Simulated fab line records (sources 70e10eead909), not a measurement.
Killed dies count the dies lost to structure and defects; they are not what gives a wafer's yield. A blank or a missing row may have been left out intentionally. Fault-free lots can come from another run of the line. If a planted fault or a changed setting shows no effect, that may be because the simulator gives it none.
A lot that was struck, set against a sound lot | flow nand harc | 40 out of 1302 route steps
Sound: the wafers L523.2, L523.5, L523.6. Struck: wafers L535.2, L535.3 (left out: L535.6, a lot-mate that was not struck); the cause follows at the end.
Order at every step that has rows: each side's tool, ch and its chambers, its first start. Under that, the readings that differ: sound wafers | struck wafers | difference of the means | sigmas: that difference in standard deviations of wafers without a fault.
alike: same words and numbers on both sides, and readings whose means sit less than 2 such deviations apart. not compared: any withheld reading, any reading some wafer has no value for, any bound like >300 that may hide the same value, and any number with overlapping values for which the record gives no deviation.
The two part at a step that has a row with sigmas, a row that says differs or no value, or rows on one side only. Numbers that have no deviation but don't overlap get no sigmas and don't part them. A reading that every wafer of one side lacks parts them only if that side has two wafers or more.

NHARC_A_M0_OVL_MEAS_10: pitch 160 nm.
  struck on overlay-02, day 28 03:11; sound on overlay-02, day 23 00:22
  alike: overlay x nm, overlay y nm
NHARC_A_M0_INSPECT_11:
  struck on defect inspect-01, day 28 03:13; sound on defect inspect-02, day 23 00:25
  alike: raw defect count
then, 2 steps without rows for these wafers: NHARC_A_M0_DESCUM_14 (chemistry O2, time 3 s); NHARC_A_M0_ETCH_34 (etches the open film in N2/H2, target depth 40 nm, overetch 12 nm, time 43.94 s).
NHARC_A_M0_ETCH_15: etches the open film in C4F8/Ar, target depth 150 nm, overetch 15 nm, time 82.5 s.
  sound: rie diel-08 ch 0,3; struck: rie diel-08 ch 1,2
  alike: oes product au, rf fwd power W, rf vpp V
  not compared: rf hours counter h
NHARC_A_M0_CD_MEAS_16:
  struck on cd sem-01, day 28 04:04; sound on cd sem-03, day 23 00:46
  alike: cd nm
then, 2 steps without rows for these wafers: NHARC_A_M0_STRIP_18 (strips in N2/H2); NHARC_A_M0_STRIP_19 (strips in post etch residue remover, time 600 s).
NHARC_A_M0_DEGAS_28: time 60 s.
  struck on pvd sputter-03, day 28 04:41; sound on pvd sputter-01, day 23 01:23
  alike: heater power w
then, 3 steps without rows for these wafers: NHARC_A_M0_PRE_CLEAN_29 (time 30 s); NHARC_A_M0_PVD_20 (deposits TaN, target thk 5 nm, time 8.06 s); NHARC_A_M0_PVD_21 (deposits Cu, target thk 30 nm, time 20.49 s).
NHARC_A_M0_ECD_22: material Cu, target thk 400 nm.
  sound on ecd cu-01 ch 0,1, day 23 01:51; struck on ecd cu-01 ch 1, day 28 05:05
  alike: bath temp c
then, 1 step without rows for these wafers: NHARC_A_M0_ANNEAL_30 (time 90 s).
NHARC_A_M0_CMP_23: polishes, t overpolish 20 s, target thk 113.75 nm.
  sound on cmp-03 ch 0,2,3, day 23 02:35; struck on cmp-04 ch 2,3, day 28 05:49
  alike: motor current A, retaining ring pressure frac, time to endpoint s
NHARC_A_M0_THK_MEAS_24: measures by xrf.
  struck on film metro-01, day 28 06:05; sound on film metro-02, day 23 02:50
  alike: thk nm
following that, these wafers have no rows for 1 step: NHARC_A_M0_SRD_25.
NHARC_A_M0_PRE_CLEAN_31: time 12 s.
  sound on pecvd-01 ch 0,2, day 23 03:04; struck on pecvd-03 ch 0,1, day 28 06:18
  alike: heater power w, rf fwd power W
then, 11 steps without rows for these wafers: NHARC_A_M0_DEP_32 (deposits SiCN, target thk 30 nm); NHARC_A_M1_DEP_00 (deposits SiOC, target thk 182.5 nm); NHARC_A_M1_DEHYDRATE_01 (time 120 s); NHARC_A_M1_HMDS_02 (time 30 s); NHARC_A_M1_COAT_34 (time 65 s); NHARC_A_M1_COAT_03 (resist thk 90 nm); NHARC_A_M1_SOFTBAKE_04 (time 55 s); NHARC_A_M1_EBR_05; NHARC_A_M1_EXPOSE_06 (exposes mask A M1, target cd 120 nm); NHARC_A_M1_PEB_07 (peb time 65 s); NHARC_A_M1_DEVELOP_08 (develop time 35 s).
NHARC_A_M1_CD_MEAS_09: the cd target is 120 nm.
  sound on cd sem-03 ch 0, day 23 04:16; struck on cd sem-01 ch 0, day 28 07:38
  reading    | sound             | struck      | difference | sigmas
  cd nm (nm) | 120.4 121.1 121.1 | 119.8 119.7 | -1.1       | -2
NHARC_A_M1_OVL_MEAS_10: pitch 240 nm.
  struck on overlay-02, day 28 07:43; sound on overlay-02, day 23 04:21
  alike: overlay x nm, overlay y nm
then, 3 steps without rows for these wafers: NHARC_A_M1_DESCUM_14 (chemistry O2, time 3 s); NHARC_A_M1_ETCH_35 (etches the open film in N2/H2, target depth 40 nm, overetch 12 nm, time 43.94 s); NHARC_A_M1_ETCH_15 (etches the open film in C4F8/Ar, target depth 182.5 nm, time 91.2 s).
NHARC_A_M1_CD_MEAS_16:
  struck on cd sem-01, day 28 08:10; sound on cd sem-01, day 23 04:46
  alike: cd nm
then, 1 step without rows for these wafers: NHARC_A_M1_STRIP_18 (strips in N2/H2).
NHARC_A_M1_ETCH_28: etches the open film in CF4/N2, target depth 30 nm, time 72.99 s.
  sound: rie diel-11 ch 0,3; struck: rie diel-02 ch 0,2
  alike: drypump motor current A, mfc ar sccm, oes product au, rf fwd power W, rf vpp V, showerhead plenum p Torr, throttle valve pct
  not compared: rf hours counter h
then, 2 steps without rows for these wafers: NHARC_A_M1_STRIP_19 (strips in post etch residue remover, time 600 s); NHARC_A_M1_DEGAS_29 (time 60 s).
NHARC_END_SORT_01:
  sound on prober-02 ch 0, day 24 15:51; struck on prober-02 ch 0, day 29 18:01
  reading                  | sound          | struck    | difference | sigmas
  defect limited yield (%) | 85.8 89.5 92.0 | 35.0 39.4 | -51.9      | -20
  killed at array          | 94 71 53       | 438 409   | +351       | +21
  killed dies              | 96 71 54       | 440 410   | +351       | +21
  sort_bin_2_pct (%)       | 5.6 3.2 2.8    | 26.0 22.0 | +20.1      | +18
  sort_bin_3_pct (%)       | 0.4 1.0 1.0    | 4.7 5.5   | +4.3       | +13
  sort_bin_4_pct (%)       | 8.1 6.2 4.1    | 34.3 33.1 | +27.6      | +18
  sort n pass              | 581 606 623    | 237 267   | -351       | -21
  sort rim yield pct (%)   | 93 95 88       | 35 39     | -55        | -14
  sort yield pct (%)       | 85.8 89.5 92.0 | 35.0 39.4 | -51.9      | -20
  alike: killed at other, killed at periphery, killed open, killed short

## WHERE THEY PART
Last at NHARC_END_SORT_01 as far as this record goes, first at NHARC_A_M1_CD_MEAS_09.

WHY: the cause the simulator had injected
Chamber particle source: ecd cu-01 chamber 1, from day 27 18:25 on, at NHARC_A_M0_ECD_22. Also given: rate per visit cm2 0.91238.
